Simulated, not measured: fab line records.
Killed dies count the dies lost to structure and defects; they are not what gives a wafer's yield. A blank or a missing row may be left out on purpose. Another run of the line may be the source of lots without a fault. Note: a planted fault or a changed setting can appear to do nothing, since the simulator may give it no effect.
fab line records -- flow nand_harc
record lots=5, wafers=15, last_day=23
route steps=1159 shown A_M1@1037 A_BONDPAD@1059 END@1159
lots with no fault: from the same line, run without faults
start_h: start of the lot's first displayed wafer, in hours after the record's first day -- wait_h: how many hours have passed since the lot's step before this one -- " repeats the value in the row above -- L1.1+2: a single row standing in for several wafers -- - no value present, or no start provided -- * or withheld: withheld -- < > ~ a bound
route shown NAME@n: NAME is a module with steps in the file, n the number in the route of the first one -- usual: average and standard deviation across the fault-free wafers -- same: alike in all rows -- chamber/n: place in a boat -- sites: the reading at each site -- _std_site: the values' standard deviation -- _edge_site: inner sites' mean taken away from outer sites' mean -- radius_mm: how far each site lies from the wafer's centre -- mask NAME#n: copy n -- behind: the most recent tool/chamber to have shaped the wafer -- hold: cause of the lot's hold/its duration in hours/its outcome -- device: the transistor (n, p or np) that didn't switch -- end of line: the tests these same wafers got at the end of their route -- where a step has no rows: the recipe by itself -- killed: count of dies lost to structure and defects at first sort (not the wafer's yield) -- map: shows each die of a wafer: x if killed, . if not, _ if none is there
set.NAME: setting as actually run; set.NAME@STEP: the setting as run at that earlier step -- model.NAME: the simulator's own value behind a step, which no gauge read
lots at some steps of the route; a table a step, a row a wafer
services: when a tool's chamber went out of use (start_h, in hours from the record's first day, below 0 if earlier), for how many hours, and the reason
## steps
# step NHARC_A_M1_OVL_MEAS_10
# recipe pitch_nm=240
# usual overlay_x_nm=0.0/0.83, overlay_y_nm=0.1/0.77
lot.wafer,tool,chamber,start_h,wait_h,overlay_x_nm,overlay_y_nm
L592.4,overlay-02,-,411.02,-,0.3,-0.2
L592.5,overlay-02,-,411.02,-,1.0,0.1
L592.6,overlay-02,-,411.02,-,1.0,0.5
L597.3,overlay-02,-,462.23,-,0.4,-0.2
L597.4,overlay-02,-,462.23,-,-0.6,0.0
L597.5,overlay-02,-,462.23,-,-0.2,-0.3
L604.3,overlay-01,-,464.19,-,1.6,-0.8
L604.5,overlay-01,-,464.19,-,1.0,-1.2
L604.6,overlay-01,-,464.19,-,1.4,-0.8
L608.1,overlay-02,-,498.74,-,1.0,-1.9
L608.3,overlay-02,-,498.74,-,1.4,-2.1
L608.6,overlay-02,-,498.74,-,1.8,-2.0
L613.1,overlay-02,-,510.40,-,0.2,0.7
L613.3,overlay-02,-,510.40,-,0.2,0.6
L613.5,overlay-02,-,510.40,-,0.1,0.5
# step NHARC_A_M1_INSPECT_11
# usual raw_defect_count=29/15
lot.wafer,tool,chamber,start_h,wait_h,raw_defect_count
L592.4,defect_inspect-01,-,411.05,0.0,25
L592.5,defect_inspect-01,-,411.05,0.0,18
L592.6,defect_inspect-01,-,411.05,0.0,15
L597.3,defect_inspect-02,-,462.27,0.0,41
L597.4,defect_inspect-02,-,462.27,0.0,46
L597.5,defect_inspect-02,-,462.27,0.0,52
L604.3,defect_inspect-02,-,464.23,0.0,10
L604.5,defect_inspect-02,-,464.23,0.0,14
L604.6,defect_inspect-02,-,464.23,0.0,10
L608.1,defect_inspect-01,-,498.77,0.0,44
L608.3,defect_inspect-01,-,498.77,0.0,33
L608.6,defect_inspect-01,-,498.77,0.0,41
L613.1,defect_inspect-01,-,510.44,0.0,54
L613.3,defect_inspect-01,-,510.44,0.0,51
L613.5,defect_inspect-01,-,510.44,0.0,48
# step NHARC_A_M1_DESCUM_14
# recipe time_s=3, o2_flow_sccm=200, ar_flow_sccm=0, bias_power_w=0, chemistry=O2
# step NHARC_A_M1_ETCH_35
# recipe target_depth_a=400, overetch_a=120, time_s=43.94, ion_energy_ev=200, n2_flow_sccm=150, h2_flow_sccm=150, ar_flow_sccm=0, rf_w=400, bias_w=150, chemistry=N2/H2
# step NHARC_A_M1_ETCH_15
# recipe target_depth_a=1825, time_s=91.2, c4f8_flow_sccm=withheld, ar_flow_sccm=400, rf_w=600, bias_w=300, chemistry=C4F8/Ar
# step NHARC_A_M1_CD_MEAS_16
# usual cd_nm=120.1/0.7
lot.wafer,tool,chamber,start_h,wait_h,cd_nm
L592.4,cd_sem-03,-,411.56,0.1,120.1
L592.5,cd_sem-03,-,411.56,0.1,119.8
L592.6,cd_sem-03,-,411.56,0.1,120.0
L597.3,cd_sem-01,-,462.64,-,119.6
L597.4,cd_sem-01,-,462.64,-,120.8
L597.5,cd_sem-01,-,462.64,-,118.7
L604.3,cd_sem-02,-,464.60,-,119.9
L604.5,cd_sem-02,-,464.60,-,119.5
L604.6,cd_sem-02,-,464.60,-,119.8
L608.1,cd_sem-02,-,499.18,-,120.0
L608.3,cd_sem-02,-,499.18,-,120.7
L608.6,cd_sem-02,-,499.18,-,119.7
L613.1,cd_sem-03,-,510.80,-,119.9
L613.3,cd_sem-03,-,510.80,-,119.6
L613.5,cd_sem-03,-,510.80,-,120.4
# step NHARC_A_M1_STRIP_18
# recipe power_w=1000, n2_flow_sccm=150, h2_flow_sccm=150, ar_flow_sccm=0, bias_w=0, chemistry=N2/H2
# step NHARC_A_M1_ETCH_28
# recipe target_depth_a=300, over_etch_frac=0.3, time_s=72.99, ion_energy_ev=150, cf4_flow_sccm=50, n2_flow_sccm=100, ar_flow_sccm=150, rf_w=300, bias_w=100, chemistry=CF4/N2
# step NHARC_A_M1_STRIP_19
# recipe time_s=600, temp_c=30, chemistry=post_etch_residue_remover
# step NHARC_A_M1_DEGAS_29
# recipe temp_c=250, time_s=60
# step NHARC_A_M1_PRE_CLEAN_30
# recipe time_s=30, temp_c=280, gas=H2/He
# step NHARC_A_M1_PVD_20
# recipe target_thk_a=50, bias_v=168.6, power_w=15000, chamber_pressure_pa=0.12, time_s=8.06, substrate_temp_c=50, material=TaN
# step NHARC_A_M1_PVD_21
# recipe target_thk_a=300, chamber_pressure_pa=5, power_w=5000, substrate_temp_c=30, time_s=20.49, material=Cu
# usual throttle_valve_pct=30.8/1
lot.wafer,tool,chamber,start_h,wait_h,throttle_valve_pct
L592.4,pvd_sputter-01,-,412.51,-,32.1
L592.5,pvd_sputter-01,-,412.51,-,30.5
L592.6,pvd_sputter-01,-,412.51,-,31.5
L597.3,pvd_sputter-01,-,463.59,-,32.2
L597.4,pvd_sputter-01,-,463.59,-,30.9
L597.5,pvd_sputter-01,-,463.59,-,32.1
L604.3,pvd_sputter-01,-,465.55,-,31.2
L604.5,pvd_sputter-01,-,465.55,-,31.2
L604.6,pvd_sputter-01,-,465.55,-,30.4
L608.1,pvd_sputter-01,-,500.13,-,31.1
L608.3,pvd_sputter-01,-,500.13,-,31.3
L608.6,pvd_sputter-01,-,500.13,-,30.6
L613.1,pvd_sputter-02,-,511.75,-,28.9
L613.3,pvd_sputter-02,-,511.75,-,32.2
L613.5,pvd_sputter-02,-,511.75,-,30.5
# step NHARC_A_M1_ECD_22
# recipe target_thk_a=4000, bath_temp_c=25, material=Cu
# step NHARC_A_M1_ANNEAL_31
# recipe temp_c=225, time_s=90
# step NHARC_A_M1_CMP_23
# recipe t_overpolish_s=20, target_thk_nm=154.34
# step NHARC_A_M1_SRD_25
# step NHARC_A_M1_INSPECT_27
# usual raw_defect_count=461/130
lot.wafer,tool,chamber,start_h,wait_h,raw_defect_count
L592.4,defect_inspect-01,-,413.82,0.0,380
L592.5,defect_inspect-01,-,413.82,0.0,400
L592.6,defect_inspect-01,-,413.82,0.0,355
L597.3,defect_inspect-02,-,464.90,0.0,479
L597.4,defect_inspect-02,-,464.90,0.0,371
L597.5,defect_inspect-02,-,464.90,0.0,371
L604.3,defect_inspect-02,-,467.07,0.1,714
L604.5,defect_inspect-02,-,467.07,0.1,416
L604.6,defect_inspect-02,-,467.07,0.1,522
L608.1,defect_inspect-02,-,501.48,0.0,453
L608.3,defect_inspect-02,-,501.48,0.0,437
L608.6,defect_inspect-02,-,501.48,0.0,427
L613.1,defect_inspect-02,-,513.28,0.0,549
L613.3,defect_inspect-02,-,513.28,0.0,405
L613.5,defect_inspect-02,-,513.28,0.0,318
# step NHARC_A_M1_PRE_CLEAN_32
# recipe time_s=12, temp_c=370, rf_power_w=300, gas=NH3
# usual heater_power_w=656/110
lot.wafer,tool,chamber,start_h,wait_h,heater_power_w
L592.5,pecvd-02,2,413.93,0.1,445
L592.4,pecvd-02,0,413.93,0.1,689
L592.6,pecvd-02,1,413.93,0.1,626
L597.3,pecvd-04,1,464.99,0.1,670
L597.5,pecvd-04,2,464.99,0.1,743
L597.4,pecvd-04,0,464.99,0.1,547
L604.3,pecvd-01,2,467.17,0.1,733
L604.5,pecvd-01,0,467.17,0.1,599
L604.6,pecvd-01,2,467.17,0.1,740
L608.3,pecvd-01,0,501.58,0.1,511
L608.1,pecvd-01,1,501.58,0.1,821
L608.6,pecvd-01,1,501.58,0.1,809
L613.3,pecvd-01,1,513.36,0.1,736
L613.1,pecvd-01,2,513.36,0.1,790
L613.5,pecvd-01,1,513.36,0.1,728
# step NHARC_A_M1_DEP_33
# recipe target_thk_a=300, temp_c=370, target_thk_nm=30, pressure_torr=3, flow_sccm=200, rf_w=450, material=SiCN
# usual heater_power_w=598/99, showerhead_vpp_V=1314/72
lot.wafer,tool,chamber,start_h,wait_h,heater_power_w,showerhead_vpp_V
L592.5,pecvd-02,2,414.10,0.2,401,1256
L592.4,pecvd-02,0,414.10,0.2,595,1300
L592.6,pecvd-02,1,414.10,0.2,596,1273
L597.3,pecvd-04,1,465.13,0.1,642,1345
L597.5,pecvd-04,2,465.13,0.1,663,1200
L597.4,pecvd-04,0,465.13,0.1,466,1362
L604.3,pecvd-01,2,467.30,0.1,739,1472
L604.5,pecvd-01,0,467.30,0.1,550,1287
L604.6,pecvd-01,2,467.30,0.1,746,1462
L608.3,pecvd-01,0,501.69,0.1,526,1302
L608.1,pecvd-01,1,501.69,0.1,646,1363
L608.6,pecvd-01,1,501.69,0.1,652,1379
L613.3,pecvd-01,1,513.44,0.1,742,1367
L613.1,pecvd-01,2,513.44,0.1,716,1478
L613.5,pecvd-01,1,513.44,0.1,733,1343
# step NHARC_A_BONDPAD_DEP_00
# recipe target_thk_a=2500, temp_c=370, target_thk_nm=250, pressure_torr=3, flow_sccm=200, rf_w=450, material=SiCN
# usual heater_power_w=609/100, showerhead_vpp_V=1339/65
lot.wafer,tool,chamber,start_h,wait_h,heater_power_w,showerhead_vpp_V
L592.4,pecvd-04,1,414.65,-,640,1361
L592.5,pecvd-04,2,414.65,-,625,1198
L592.6,pecvd-04,0,414.65,-,462,1410
L597.3,pecvd-04,1,-,-,656,1384
L597.5,pecvd-04,0,-,-,505,1369
L597.4,pecvd-04,2,-,-,593,1201
L604.3,pecvd-01,2,-,-,658,1489
L604.5,pecvd-01,1,-,-,683,1367
L604.6,pecvd-01,2,-,-,694,1458
L608.3,pecvd-03,1,502.21,-,563,1328
L608.6,pecvd-03,0,502.21,-,744,1378
L613.3,pecvd-04,0,514.03,-,480,1359
L613.1,pecvd-04,1,514.03,-,642,1369
L613.5,pecvd-04,2,514.03,-,632,1207
# step NHARC_A_BONDPAD_CMP_29
# recipe target_thk_nm=200, material=SiCN
# step NHARC_A_BONDPAD_THK_MEAS_30
# recipe thk_meas_gauge=ellipsometry
# usual thk_nm=200.3/1.4
lot.wafer,tool,chamber,start_h,wait_h,thk_nm
L592.4,film_metro-02,-,415.18,0.2,199.1
L592.5,film_metro-02,-,415.18,0.2,200.9
L592.6,film_metro-02,-,415.18,0.2,200.6
L597.3,film_metro-02,-,466.26,0.2,199.2
L597.4,film_metro-02,-,466.26,0.2,200.5
L597.5,film_metro-02,-,466.26,0.2,201.6
L604.3,film_metro-02,-,468.43,0.2,197.9
L604.5,film_metro-02,-,468.43,0.2,198.4
L604.6,film_metro-02,-,468.43,0.2,195.6
L608.3,film_metro-01,-,502.87,0.2,200.9
L608.6,film_metro-01,-,502.87,0.2,199.8
L613.1,film_metro-02,-,514.65,0.2,199.2
L613.3,film_metro-02,-,514.65,0.2,199.3
L613.5,film_metro-02,-,514.65,0.2,199.8
# step NHARC_A_BONDPAD_SRD_31
# step NHARC_A_BONDPAD_DEHYDRATE_01
# recipe temp_c=150, time_s=120
# step NHARC_A_BONDPAD_HMDS_02
# recipe time_s=30
# step NHARC_A_BONDPAD_COAT_33
# recipe temp_c=200, time_s=65
# step NHARC_A_BONDPAD_COAT_03
# recipe spin_rpm=2000, resist_thk_nm=600
# step NHARC_A_BONDPAD_SOFTBAKE_04
# recipe temp_c=125, time_s=70
# step NHARC_A_BONDPAD_EBR_05
# step NHARC_A_BONDPAD_EXPOSE_06
# recipe na=0.55, dose_mj=36.99, mask_id=A_BPAD
# step NHARC_A_BONDPAD_PEB_07
# recipe peb_temp_c=128, peb_time_s=80
# step NHARC_A_BONDPAD_DEVELOP_08
# recipe time_s=50, dev_temp_c=22
# step NHARC_A_BONDPAD_CD_MEAS_09
# recipe target_cd_nm=500, landing_energy_ev=500
# usual cd_nm=500.9/1.9
lot.wafer,tool,chamber,start_h,wait_h,cd_nm
L592.4,cd_sem-01,0,415.75,-,499.2
L592.5,cd_sem-01,0,415.75,-,502.1
L592.6,cd_sem-01,0,415.75,-,502.8
L597.3,cd_sem-02,0,466.85,-,502.3
L597.4,cd_sem-02,0,466.85,-,505.1
L597.5,cd_sem-02,0,466.85,-,500.7
L604.3,cd_sem-02,0,469.00,-,503.3
L604.5,cd_sem-02,0,469.00,-,500.7
L604.6,cd_sem-02,0,469.00,-,501.8
L608.3,cd_sem-02,0,503.43,-,501.0
L608.6,cd_sem-02,0,503.43,-,497.8
L613.1,cd_sem-03,0,515.09,-,501.3
L613.3,cd_sem-03,0,515.09,-,501.7
L613.5,cd_sem-03,0,515.09,-,498.7
# step NHARC_A_BONDPAD_OVL_MEAS_35
# usual overlay_x_nm=-1/7.1, overlay_y_nm=-2/5.6
lot.wafer,tool,chamber,start_h,wait_h,overlay_x_nm,overlay_y_nm
L592.4,overlay-02,-,415.83,-,2,0
L592.5,overlay-02,-,415.83,-,3,1
L592.6,overlay-02,-,415.83,-,2,0
L597.3,overlay-02,-,466.93,-,10,8
L597.4,overlay-02,-,466.93,-,11,8
L597.5,overlay-02,-,466.93,-,11,8
L604.3,overlay-02,-,469.10,-,13,-4
L604.5,overlay-02,-,469.10,-,12,-4
L604.6,overlay-02,-,469.10,-,12,-4
L608.3,overlay-01,-,503.52,-,-4,2
L608.6,overlay-01,-,503.52,-,-4,2
L613.1,overlay-01,-,515.17,-,0,3
L613.3,overlay-01,-,515.17,-,1,3
L613.5,overlay-01,-,515.17,-,1,3
# step NHARC_A_BONDPAD_HARDBAKE_10
# recipe temp_c=118, time_s=65
# step NHARC_A_BONDPAD_DESCUM_11
# recipe time_s=3, o2_flow_sccm=200, ar_flow_sccm=0, bias_power_w=0, chemistry=O2
# step NHARC_A_BONDPAD_ETCH_34
# recipe target_depth_a=600, overetch_a=180, time_s=65.91, ion_energy_ev=200, n2_flow_sccm=150, h2_flow_sccm=150, ar_flow_sccm=0, rf_w=400, bias_w=150, chemistry=N2/H2
# usual drypump_motor_current_A=6.1/0.43, oes_product_au=1.002/0.011, rf_vpp_V=429.9/2.6, showerhead_plenum_p_Torr=2.02/0.094, throttle_valve_pct=14.172/0.008
lot.wafer,tool,chamber,start_h,wait_h,drypump_motor_current_A,oes_product_au,rf_hours_counter_h,rf_vpp_V,showerhead_plenum_p_Torr,throttle_valve_pct
L592.4,rie_diel-02,0,416.04,0.1,6.8,0.986,2,428.0,1.96,14.172
L592.5,rie_diel-02,0,416.04,0.1,6.8,0.993,-,428.4,1.96,14.189
L592.6,rie_diel-02,1,416.04,0.1,5.7,1.011,-,434.2,2.19,14.168
L597.3,rie_diel-11,0,467.15,0.1,6.0,0.998,19,429.5,2.03,14.162
L597.4,rie_diel-11,1,467.15,0.1,6.6,1.017,20,431.1,2.04,14.170
L597.5,rie_diel-11,3,467.15,0.1,6.0,1.006,-,428.8,1.98,14.180
L604.3,rie_diel-02,0,469.31,0.1,6.8,0.980,5,428.2,1.96,14.162
L604.5,rie_diel-02,0,469.31,0.1,6.8,0.983,-,429.2,1.96,14.171
L604.6,rie_diel-02,1,469.31,0.1,5.7,1.003,-,433.6,2.19,14.161
L608.3,rie_diel-02,3,503.74,0.1,6.4,1.006,6,426.6,1.90,14.168
L608.6,rie_diel-02,1,503.74,0.1,5.7,1.022,-,433.4,2.19,14.171
L613.3,rie_diel-08,2,515.39,0.1,5.5,0.996,6,433.0,2.06,14.180
L613.1,rie_diel-08,3,515.39,0.1,5.8,0.997,6,427.5,1.98,14.176
L613.5,rie_diel-08,2,515.39,0.1,5.6,0.994,-,429.9,2.06,14.172
# step NHARC_A_BONDPAD_ETCH_12
# recipe target_depth_a=2200, time_s=110, chf3_flow_sccm=50, o2_flow_sccm=10, ar_flow_sccm=200, rf_w=500, bias_w=200, chemistry=CHF3/O2
# usual drypump_motor_current_A=6.1/0.43, oes_product_au=0.950/0.024, rf_vpp_V=370.1/2.4, showerhead_plenum_p_Torr=2.38/0.1, throttle_valve_pct=20.572/0.0089
lot.wafer,tool,chamber,start_h,wait_h,drypump_motor_current_A,oes_product_au,rf_hours_counter_h,rf_vpp_V,showerhead_plenum_p_Torr,throttle_valve_pct
L592.4,rie_diel-02,0,-,-,6.8,0.943,3,368.7,2.32,20.588
L592.5,rie_diel-02,0,-,-,6.8,0.936,-,368.5,2.32,20.555
L592.6,rie_diel-02,1,-,-,5.7,0.969,-,374.8,2.57,20.569
L597.4,rie_diel-11,2,-,-,5.3,0.920,16,372.4,2.48,20.582
L597.3,rie_diel-11,0,-,-,6.0,0.927,19,370.2,2.39,20.576
L597.5,rie_diel-11,2,-,-,5.3,0.935,-,372.3,2.48,20.583
L604.3,rie_diel-02,0,-,-,6.8,0.922,5,369.8,2.32,20.593
L604.6,rie_diel-02,0,-,-,6.8,0.929,-,368.8,2.32,20.573
L604.5,rie_diel-02,1,-,-,5.6,0.930,-,374.4,2.57,20.560
L608.3,rie_diel-02,0,-,-,6.8,0.961,6,368.6,2.32,20.571
L608.6,rie_diel-02,2,-,-,6.1,0.965,-,371.0,2.37,20.593
L613.3,rie_diel-08,0,-,-,6.3,0.906,8,369.6,2.39,20.583
L613.1,rie_diel-08,2,-,-,5.6,0.918,6,372.0,2.43,20.564
L613.5,rie_diel-08,0,-,-,6.3,0.913,-,369.4,2.39,20.585
# step NHARC_A_BONDPAD_CD_MEAS_13
# usual cd_nm=500.7/2
lot.wafer,tool,chamber,start_h,wait_h,cd_nm
L592.4,cd_sem-01,-,416.30,-,499.2
L592.5,cd_sem-01,-,416.30,-,501.5
L592.6,cd_sem-01,-,416.30,-,502.9
L597.3,cd_sem-02,-,467.38,-,502.6
L597.4,cd_sem-02,-,467.38,-,504.4
L597.5,cd_sem-02,-,467.38,-,499.6
L604.3,cd_sem-03,-,469.54,-,503.1
L604.5,cd_sem-03,-,469.54,-,500.1
L604.6,cd_sem-03,-,469.54,-,501.6
L608.3,cd_sem-02,-,503.97,-,502.1
L608.6,cd_sem-02,-,503.97,-,497.1
L613.1,cd_sem-01,-,515.62,-,501.1
L613.3,cd_sem-01,-,515.62,-,502.1
L613.5,cd_sem-01,-,515.62,-,498.2
# step NHARC_END_SORT_01
# recipe temp_c=25
# usual defect_limited_yield=95.6/1.6, killed_at_array=26/10, killed_at_other=0.8/1.1, killed_at_periphery=3.3/2.6, killed_dies=30/11, killed_open=3.4/1.8, killed_short=2.0/1.3, sort_bin_2_pct=1.4/0.6, sort_bin_3_pct=0.22/0.19, sort_bin_4_pct=2.8/1.1, sort_n_pass=647/11, sort_rim_yield_pct=95.8/3, sort_yield_pct=95.6/1.6
# same gross_dies=677, sort_bin_5_pct[%]=0, sort_bin_6_pct[%]=0, sort_bin_7_pct[%]=0, sort_bin_8_pct[%]=0, sort_rim_n_gross=106.00
lot.wafer,tool,chamber,start_h,wait_h,defect_limited_yield[%],killed_at_array,killed_at_other,killed_at_periphery,killed_dies,killed_open,killed_short,sort_bin_2_pct[%],sort_bin_3_pct[%],sort_bin_4_pct[%],sort_n_pass,sort_rim_yield_pct[%],sort_yield_pct[%]
L604.6,prober-01,0,502.96,4.0,97.8,13,0,2,15,3,3,0.7,0.30,1.2,662,97.2,97.8
L608.1,prober-02,0,540.54,2.5,0,676,0,1,677,2,1,94.5,0.59,4.9,0,0,0
# killed by level:class
L604.6 A_CHANNEL_HOLE_D1:chamber_film_flake=4 A_CONTACT:chamber_film_flake=3 P_CONTACT:geometric_particle:open=1 A_ONON_D1:geometric_particle:short=1 A_SGD_CUT:geometric_particle:open=1 A_CONTACT:geometric_particle:open=1 A_BLC:geometric_particle:short=1 A_M0:geometric_particle:short=1
L608.1 A_M1:area_pvd=632 A_SLIT:chamber_film_flake=18 A_CHANNEL_HOLE_D1:chamber_film_flake=8 A_SGD_CUT:chamber_film_flake=8 A_STAIRCASE:chamber_film_flake=4 A_CONTACT:chamber_film_flake=3 A_ONON_D1:geometric_particle:open=1 A_ONON_D1:geometric_particle:short=1
# map L608.1 (x killed, . not)
____________x____________
_________xxxxxxx_________
_______xxxxxxxxxxx_______
______xxxxxxxxxxxxx______
_____xxxxxxxxxxxxxxx_____
____xxxxxxxxxxxxxxxxx____
____xxxxxxxxxxxxxxxxx____
___xxxxxxxxxxxxxxxxxxx___
___xxxxxxxxxxxxxxxxxxx___
__xxxxxxxxxxxxxxxxxxxxx__
__xxxxxxxxxxxxxxxxxxxxx__
_xxxxxxxxxxxxxxxxxxxxxxx_
_xxxxxxxxxxxxxxxxxxxxxxx_
_xxxxxxxxxxxxxxxxxxxxxxx_
_xxxxxxxxxxxxxxxxxxxxxxx_
_xxxxxxxxxxxxxxxxxxxxxxx_
xxxxxxxxxxxxxxxxxxxxxxxxx
xxxxxxxxxxxxxxxxxxxxxxxxx
xxxxxxxxxxxxxxxxxxxxxxxxx
xxxxxxxxxxxxxxxxxxxxxxxxx
xxxxxxxxxxxxxxxxxxxxxxxxx
_xxxxxxxxxxxxxxxxxxxxxxx_
_xxxxxxxxxxxxxxxxxxxxxxx_
_xxxxxxxxxxxxxxxxxxxxxxx_
_xxxxxxxxxxxxxxxxxxxxxxx_
_xxxxxxxxxxxxxxxxxxxxxxx_
__xxxxxxxxxxxxxxxxxxxxx__
__xxxxxxxxxxxxxxxxxxxxx__
___xxxxxxxxxxxxxxxxxxx___
___xxxxxxxxxxxxxxxxxxx___
____xxxxxxxxxxxxxxxxx____
____xxxxxxxxxxxxxxxxx____
_____xxxxxxxxxxxxxxx_____
______xxxxxxxxxxxxx______
_______xxxxxxxxxxx_______
_________xxxxxxx_________
____________x____________
# map L597.3 (x killed, . not)
____________.____________
_________......._________
_______..........._______
______...x.........______
_____......x........_____
____.........x...x...____
____...........x.x...____
___.............xx....___
___.....x.......x.....___
__............x........__
__..............x......__
_.............xx........_
_.............x...x....._
_..............x........_
_......................._
_......................._
.x.........x.....x.......
x.x......................
x................x...x...
x......x..........x...x..
xx.......................
_xx.....x..............._
_x............x......x.._
_........x.x............_
_........x.............._
_......................._
__.....................__
__...x.................__
___...................___
___...................___
____.........x.......____
____.................____
_____..............._____
______.............______
_______..........._______
_________......._________
____________.____________
## services
tool,chamber,start_h,hours,kind
pvd_sputter-02,-,392.00,10.0,pm
pvd_sputter-02,-,402.93,7.5,repair
rie_diel-08,1,406.89,2.9,repair
rie_diel-02,0,410.35,-,clean
rie_diel-02,1,410.35,-,clean
rie_diel-02,2,410.35,-,clean
rie_diel-02,3,410.35,-,clean
pecvd-01,-,418.88,13.0,pm
pecvd-01,0,418.88,13.0,vent_cycle
pecvd-01,1,418.88,13.0,vent_cycle
pecvd-01,2,418.88,13.0,vent_cycle
pecvd-01,0,431.88,-,clean
pecvd-01,1,431.88,-,clean
pecvd-01,2,431.88,-,clean
rie_diel-02,0,434.85,-,clean
rie_diel-02,1,434.85,-,clean
rie_diel-02,2,434.85,-,clean
rie_diel-11,0,437.48,8.0,repair
pecvd-03,-,473.00,13.0,pm
rie_diel-02,3,473.50,3.8,repair
rie_diel-08,-,478.84,9.0,pm
rie_diel-02,-,504.85,9.0,pm
pvd_sputter-01,-,514.00,10.0,pm
pecvd-02,-,515.24,13.0,pm
## key
first_sign step=NHARC_END_SORT_01, reading=sort_bin_2_pct, direction=up, sigmas=99+, usual=1.4, struck=94.5
effect step=NHARC_END_SORT_01, reading=killed_at_array, direction=up, sigmas=62, usual=26, struck=676
more_kills_born_at NHARC_A_M1_PVD_21@pvd_sputter-01=632
met_at NHARC_A_M1_PVD_21
struck_wafers L608.1
later_rows_left_out L608.1
onset_between 465.55 500.13
fault kind=process_parameter_drift, tool=pvd_sputter-01, chamber=-, onset_h=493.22, steps=NHARC_A_M1_PVD_21, channel=target_thk_a, offset=*, shape=step, end_h=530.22, scope=struck_wafers_only, acts_in=*, stated=*
# later_rows_left_out: the simulator's readings of these wafers behind a module that went badly wrong aren't trusted and aren't shown, but for the sort
